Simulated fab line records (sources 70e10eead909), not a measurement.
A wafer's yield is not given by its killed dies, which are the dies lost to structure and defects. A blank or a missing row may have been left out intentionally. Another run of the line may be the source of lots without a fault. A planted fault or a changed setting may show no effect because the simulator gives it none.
What tool caused it? -- flow nandHarc -- 39 wafers from 13 lots sampled at 2 of the route's 1159 steps

== WHAT THE GAUGES SHOWED, per wafer ==
NHARC_A_CONTACT_CD_MEAS_15. Usual: cdNm at 89.9 nm, with a standard deviation of 0.55.
lot,measured,on,cdNm (nm),flag
L949,day 17 05:03,cdSem-02,88.5 88.8 89.8,
L950,day 17 11:13,cdSem-02,89.7 89.7 90.0,
L952,day 17 17:52,cdSem-02,89.7 90.5 90.3,
L956,day 19 04:40,cdSem-03,89.8 89.9 89.3,
L966,day 21 04:25,cdSem-01,89.2 90.3 90.1,
L963,day 21 07:49,cdSem-03,89.6 90.0 89.8,
L965,day 21 12:53,cdSem-02,90.0 89.5 89.6,
L964,day 21 14:49,cdSem-02,89.7 89.8 89.9,
L967,day 21 22:38,cdSem-03,90.0 91.0 90.3,
L968,day 22 03:39,cdSem-02,90.0 89.4 89.9,
L969,day 22 17:41,cdSem-03,90.6 89.3 89.8,
L972,day 22 22:31,cdSem-03,90.5 90.1 89.5,
L971,day 23 00:28,cdSem-03,89.9 90.3 91.1,

NHARC_A_BLC_INSPECT_12. Usual: rawDefectCount at 29, with a standard deviation of 13.
lot,measured,on,rawDefectCount,flag
L949,day 17 13:13,defectInspect-02,25 18 27,
L950,day 17 14:19,defectInspect-01,5 10 8,
L952,day 17 21:04,defectInspect-02,22 37 29,
L956,day 19 08:52,defectInspect-02,38 45 37,
L966,day 21 07:45,defectInspect-02,33 31 41,
L963,day 21 14:38,defectInspect-01,36 33 28,
L965,day 21 20:29,defectInspect-01,55 54 44,
L964,day 21 20:59,defectInspect-02,13 25 19,
L967,day 22 05:51,defectInspect-01,36 32 42,
L968,day 22 10:47,defectInspect-01,50 32 45,
L969,day 22 21:25,defectInspect-01,55 53 49,
L972,day 23 05:36,defectInspect-02,15 19 19,
L971,day 23 07:32,defectInspect-02,41 24 42,

== WHICH TOOL RAN EACH LOT (tool, then ch and the chambers of the sampled wafers, then the start) ==
No process step before these readings appears in the record.

== AS READ BY THE TOOLS THEMSELVES (means over the sampled wafers that have a number; for cases with no such wafer, the mark the record gives instead) ==
The record holds no such reading with a usual standard deviation.

== THE ANSWER, worked out from the rows above alone ==
Rule: lot off if the mean of its wafers having a number is beyond 3 standard deviations from the usual mean. A lot without any number at a reading at which 4 lots or more have one is off too. Any other lot the step has rows for is counted as sound. First the gauges in route order, then the tools' own readings, where a lot's mean is used as printed above. The first step at which some lot is off is used, and at that step the reading that is off furthest; a lot without a number counts as furthest.
No lot is off at any reading shown: from this, nothing can be told.

== WHAT WAS PUT IN BY THE SIMULATOR ==
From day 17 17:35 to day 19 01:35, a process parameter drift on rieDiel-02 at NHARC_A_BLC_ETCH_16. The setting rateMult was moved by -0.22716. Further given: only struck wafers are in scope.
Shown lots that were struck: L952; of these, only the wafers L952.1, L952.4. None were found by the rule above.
